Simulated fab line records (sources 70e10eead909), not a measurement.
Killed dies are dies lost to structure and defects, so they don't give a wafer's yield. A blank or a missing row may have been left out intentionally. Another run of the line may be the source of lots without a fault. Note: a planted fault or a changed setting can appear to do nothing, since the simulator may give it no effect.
Which of the tools did it? + flow nandHarc + 13 lots with 38 wafers sampled at 4 steps, on a route of 1159 steps

WHAT EACH GAUGE READ, for each wafer
Not one reading of a measure or inspect step in the record can be checked against a usual standard deviation.

WHICH TOOL RAN EACH LOT (tool, then ch and the chambers of the sampled wafers, then the start)
| lot  | NHARC_A_STAIRCASE_ETCH_201                   | NHARC_A_STAIRCASE_ETCH_223                   | NHARC_A_STAIRCASE_ETCH_225        | NHARC_A_STAIRCASE_TRIM_231    |
|------|----------------------------------------------|----------------------------------------------|-----------------------------------|-------------------------------|
| L695 | rieDiel-04 ch 0,2, day 11 06:23 or earlier   | rieDiel-04 ch 1,3, day 11 06:23 or earlier   | rieDiel-04 ch 0,1,3, day 11 06:23 | rieDiel-04 ch 0,2,3, no start |
| L697 | rieDiel-12 ch 2,3, day 11 14:59 or earlier   | rieDiel-04 ch 0,1,3, day 11 14:59 or earlier | rieDiel-04 ch 1,2, day 11 14:59   | rieDiel-04 ch 0,2, no start   |
| L696 | rieDiel-04 ch 0,1,2, day 11 16:03 or earlier | rieDiel-04 ch 1,3, day 11 16:03 or earlier   | rieDiel-04 ch 0,1,2, day 11 16:03 | rieDiel-04 ch 0,1,2, no start |
| L699 | rieDiel-04 ch 2,3, day 12 02:29 or earlier   | rieDiel-11 ch 0,1, day 12 02:29 or earlier   | rieDiel-11 ch 0,1, day 12 02:29   | rieDiel-12 ch 2,3, no start   |
| L698 | rieDiel-11 ch 0,2, day 12 03:35 or earlier   | rieDiel-04 ch 2,3, day 12 03:35 or earlier   | rieDiel-04 ch 1,3, day 12 03:35   | rieDiel-04 ch 1,3, no start   |
| L702 | rieDiel-11 ch 0,1, day 12 18:14 or earlier   | rieDiel-11 ch 1,2, day 12 18:14 or earlier   | rieDiel-11 ch 2,3, day 12 18:14   | rieDiel-04 ch 0,1,2, no start |
| L701 | rieDiel-12 ch 1,2,3, day 12 18:26 or earlier | rieDiel-11 ch 1,2, day 12 18:26 or earlier   | rieDiel-11 ch 0,1, day 12 18:26   | rieDiel-11 ch 0,1,2, no start |
| L704 | rieDiel-11 ch 0,1,2, day 13 15:42 or earlier | rieDiel-04 ch 2,3, day 13 15:42 or earlier   | rieDiel-04 ch 0,2, day 13 15:42   | rieDiel-04 ch 2,3, no start   |
| L703 | rieDiel-12 ch 1,2, day 13 14:05 or earlier   | rieDiel-12 ch 0,2,3, day 13 14:05 or earlier | rieDiel-12 ch 1,3, day 13 14:05   | rieDiel-12 ch 0,1,3, no start |
| L710 | rieDiel-11 ch 1,2,3, day 14 20:29 or earlier | rieDiel-04 ch 1,2,3, day 14 20:29 or earlier | rieDiel-04 ch 0,2,3, day 14 20:29 | rieDiel-04 ch 0,1, no start   |
| L705 | rieDiel-04 ch 1,2,3, day 14 21:25 or earlier | rieDiel-04 ch 0,2,3, day 14 21:25 or earlier | rieDiel-04 ch 0,1,2, day 14 21:25 | rieDiel-04 ch 0,2,3, no start |
| L709 | rieDiel-04 ch 0,1,3, day 15 01:41 or earlier | rieDiel-04 ch 0,1,2, day 15 01:41 or earlier | rieDiel-04 ch 0,1,2, day 15 01:41 | rieDiel-04 ch 0,1,3, no start |
| L716 | rieDiel-04 ch 0, day 17 04:23 or earlier     | rieDiel-11 ch 2,3, day 17 04:23 or earlier   | rieDiel-11 ch 2,3, day 17 04:23   | rieDiel-12 ch 1,3, no start   |
- NHARC_A_STAIRCASE_ETCH_201: etches the open film in C4F8/O2, target depth 100 nm, time 40.5 s.
- NHARC_A_STAIRCASE_ETCH_223: etches the open film in C4F8/O2, target depth 100 nm, time 40.5 s.
- NHARC_A_STAIRCASE_ETCH_225: etches the open film in C4F8/O2, target depth 100 nm, time 40.5 s.
- NHARC_A_STAIRCASE_TRIM_231: chemistry O2, time 211.2 s.

WHAT THE TOOLS THEMSELVES READ (means of the sampled wafers that have a number; where no wafer has one, the mark that the record gives instead)
NHARC_A_STAIRCASE_ETCH_201. Usual: oesProductAu 0.941 a.u., standard deviation 0.012; rfVppV 894 V, standard deviation 5.4.
| lot  | tool       | oesProductAu (a.u.) | rfVppV (V) | flag |
|------|------------|---------------------|------------|------|
| L695 | rieDiel-04 | 0.920               | 890        |      |
| L697 | rieDiel-12 | 0.932               | 899        |      |
| L696 | rieDiel-04 | 0.952               | 892        |      |
| L699 | rieDiel-04 | 0.945               | 896        |      |
| L698 | rieDiel-11 | 0.951               | 891        |      |
| L702 | rieDiel-11 | 0.964               | 888        |      |
| L701 | rieDiel-12 | 0.950               | 896        |      |
| L704 | rieDiel-11 | 0.941               | 892        |      |
| L703 | rieDiel-12 | 0.929               | 892        |      |
| L710 | rieDiel-11 | 0.958               | 899        |      |
| L705 | rieDiel-04 | 0.957               | 894        |      |
| L709 | rieDiel-04 | 0.936               | 893        |      |
| L716 | rieDiel-04 | 0.944               | 888        |      |

NHARC_A_STAIRCASE_ETCH_223. Usual: oesProductAu 0.943 a.u., standard deviation 0.0093; rfVppV 894 V, standard deviation 5.5.
| lot  | tool       | oesProductAu (a.u.) | rfVppV (V) | flag |
|------|------------|---------------------|------------|------|
| L695 | rieDiel-04 | 0.942               | 894        |      |
| L697 | rieDiel-04 | 0.949               | 893        |      |
| L696 | rieDiel-04 | 0.937               | 897        |      |
| L699 | rieDiel-11 | 0.953               | 889        |      |
| L698 | rieDiel-04 | 0.942               | 896        |      |
| L702 | rieDiel-11 | 0.931               | 898        |      |
| L701 | rieDiel-11 | 0.933               | 898        |      |
| L704 | rieDiel-04 | 0.934               | 896        |      |
| L703 | rieDiel-12 | 0.941               | 898        |      |
| L710 | rieDiel-04 | 0.950               | 895        |      |
| L705 | rieDiel-04 | 0.941               | 894        |      |
| L709 | rieDiel-04 | 0.938               | 890        |      |
| L716 | rieDiel-11 | 0.954               | 902        |      |

NHARC_A_STAIRCASE_ETCH_225. Usual: oesProductAu 0.944 a.u., standard deviation 0.0093; rfVppV 894 V, standard deviation 5.8.
| lot  | tool       | oesProductAu (a.u.) | rfVppV (V) | flag |
|------|------------|---------------------|------------|------|
| L695 | rieDiel-04 | 0.952               | 894        |      |
| L697 | rieDiel-04 | 0.960               | 893        |      |
| L696 | rieDiel-04 | 0.937               | 891        |      |
| L699 | rieDiel-11 | 0.956               | 889        |      |
| L698 | rieDiel-04 | 0.944               | 898        |      |
| L702 | rieDiel-11 | 0.935               | 903        |      |
| L701 | rieDiel-11 | 0.941               | 888        |      |
| L704 | rieDiel-04 | 0.937               | 890        |      |
| L703 | rieDiel-12 | 0.941               | 897        |      |
| L710 | rieDiel-04 | 0.947               | 893        |      |
| L705 | rieDiel-04 | 0.936               | 891        |      |
| L709 | rieDiel-04 | 0.948               | 891        |      |
| L716 | rieDiel-11 | 0.875               | 902        | OFF  |

NHARC_A_STAIRCASE_TRIM_231. Usual: drypumpMotorCurrentA 5.6 A, standard deviation 0.5; oesProductAu 1.002 a.u., standard deviation 0.0086; rfVppV 57.6 V, standard deviation 0.98; showerheadPlenumPTorr 3.48 Torr, standard deviation 0.14; throttleValvePct 17.037 %, standard deviation 0.009.
| lot  | tool       | drypumpMotorCurrentA (A) | oesProductAu (a.u.) | rfVppV (V) | showerheadPlenumPTorr (Torr) | throttleValvePct (%) | flag |
|------|------------|--------------------------|---------------------|------------|------------------------------|----------------------|------|
| L695 | rieDiel-04 | 5.3                      | 1.010               | 56.8       | 3.48                         | 17.042               |      |
| L697 | rieDiel-04 | 5.3                      | 1.006               | 57.0       | 3.37                         | 17.044               |      |
| L696 | rieDiel-04 | 5.7                      | 1.004               | 56.4       | 3.40                         | 17.027               |      |
| L699 | rieDiel-12 | 5.9                      | 1.002               | 58.6       | 3.57                         | 17.037               |      |
| L698 | rieDiel-04 | 5.9                      | 1.006               | 57.2       | 3.49                         | 17.035               |      |
| L702 | rieDiel-04 | 5.6                      | 1.008               | 56.9       | 3.39                         | 17.039               |      |
| L701 | rieDiel-11 | 5.4                      | 1.007               | 58.0       | 3.45                         | 17.032               |      |
| L704 | rieDiel-04 | 5.6                      | 0.991               | 57.9       | 3.52                         | 17.049               |      |
| L703 | rieDiel-12 | 5.6                      | 1.000               | 57.2       | 3.51                         | 17.035               |      |
| L710 | rieDiel-04 | 5.4                      | 1.001               | 57.9       | 3.35                         | 17.032               |      |
| L705 | rieDiel-04 | 5.3                      | 0.996               | 56.9       | 3.47                         | 17.029               |      |
| L709 | rieDiel-04 | 5.5                      | 1.004               | 57.8       | 3.45                         | 17.038               |      |
| L716 | rieDiel-12 | 5.5                      | 0.996               | 58.2       | 3.49                         | 17.034               |      |

THE ANSWER, worked out from the rows above alone
Rule: lot off if the mean of its wafers having a number is beyond 3 standard deviations from the usual mean. A lot without any number at a reading at which 4 lots or more have one is off too. The other lots that the step has rows for count as sound. First the gauges in route order, then the tools' own readings, where a lot's mean is used as printed above. At the first step where some lot is off, the reading lying furthest off is the one used; lots without a number count as furthest.
Off, at NHARC_A_STAIRCASE_ETCH_225 on oesProductAu: L716.
A tool fits if, at that step or a process step before it, it ran every lot that is off, and no sound lot after the first of them. Because NHARC_A_STAIRCASE_ETCH_201 lacks a start for some lots, the hours and order of its lots are taken from NHARC_A_STAIRCASE_ETCH_225. Because NHARC_A_STAIRCASE_ETCH_223 lacks a start for some lots, the hours and order of its lots are taken from NHARC_A_STAIRCASE_ETCH_225. Can't be told from this: 2 tools fit, rieDiel-04 at NHARC_A_STAIRCASE_ETCH_201, rieDiel-11 at NHARC_A_STAIRCASE_ETCH_223 and NHARC_A_STAIRCASE_ETCH_225.

WHAT THE SIMULATOR HAD PUT IN
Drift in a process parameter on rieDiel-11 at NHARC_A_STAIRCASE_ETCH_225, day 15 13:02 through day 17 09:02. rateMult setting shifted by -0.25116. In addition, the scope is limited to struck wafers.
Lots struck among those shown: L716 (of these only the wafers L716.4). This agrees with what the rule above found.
